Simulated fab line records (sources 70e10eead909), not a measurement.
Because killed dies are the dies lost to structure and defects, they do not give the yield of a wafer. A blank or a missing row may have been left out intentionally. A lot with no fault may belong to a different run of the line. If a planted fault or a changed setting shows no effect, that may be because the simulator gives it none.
Chamber matching / flow nand_harc / wet_bench-07 running NHARC_P_GATE_STRIP_96: 7 sister chambers
The step strips in SPM, time 900 s. 7 wafers are shown with their chamber, then 7 later ones without.

## EACH WAFER AND ITS CHAMBER
wafer=L156.3; chamber=2; bath_guard_temp_C (C)=130.7
wafer=L158.6; chamber=4; bath_guard_temp_C (C)=129.8
wafer=L171.1; chamber=7; bath_guard_temp_C (C)=130.4
wafer=L171.2; chamber=3; bath_guard_temp_C (C)=130.6
wafer=L171.6; chamber=0; bath_guard_temp_C (C)=130.8
wafer=L173.1; chamber=1; bath_guard_temp_C (C)=129.9
wafer=L173.3; chamber=6; bath_guard_temp_C (C)=129.7

## WAFERS WITH NO CHAMBER GIVEN
wafer=L173.6; bath_guard_temp_C (C)=131.3
wafer=L172.1; bath_guard_temp_C (C)=131.1
wafer=L172.4; bath_guard_temp_C (C)=130.1
wafer=L172.6; bath_guard_temp_C (C)=130.6
wafer=L174.2; bath_guard_temp_C (C)=131.0
wafer=L174.4; bath_guard_temp_C (C)=129.6
wafer=L174.5; bath_guard_temp_C (C)=129.4

## CHAMBER TAKEN BY EACH
wafer=L173.6; from the rows above=can't be placed: 0 or 2 or 3 or 7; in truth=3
wafer=L172.1; from the rows above=can't be placed: 0 or 2 or 3 or 7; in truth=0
wafer=L172.4; from the rows above=can't be placed: 1 or 4 or 7 or 6 or 3 or 2 or 0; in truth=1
wafer=L172.6; from the rows above=can't be placed: 3 or 2 or 7 or 0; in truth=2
wafer=L174.2; from the rows above=can't be placed: 0 or 2 or 3 or 7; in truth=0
wafer=L174.4; from the rows above=can't be placed: 6 or 4 or 1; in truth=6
wafer=L174.5; from the rows above=can't be placed: 6 or 4 or 1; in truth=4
Placed correctly: 0 of 7. Unplaceable from these rows: 7, with the true chamber sitting among the candidates in 7. Placed wrongly: 0.
How it was worked out, from the rows above alone: a wafer's distance from a chamber is the root of the sum, over the readings, of the square of ((its reading less the chamber's mean) divided by the reading's scatter). The wafer belongs to the nearest chamber; if the next one is less than 2 further off, it can't be placed. Each chamber's mean is taken over the wafers shown for it. The scatter: root of mean squared gap, hidden wafer to nearest shown wafer, with one shown wafer a chamber.
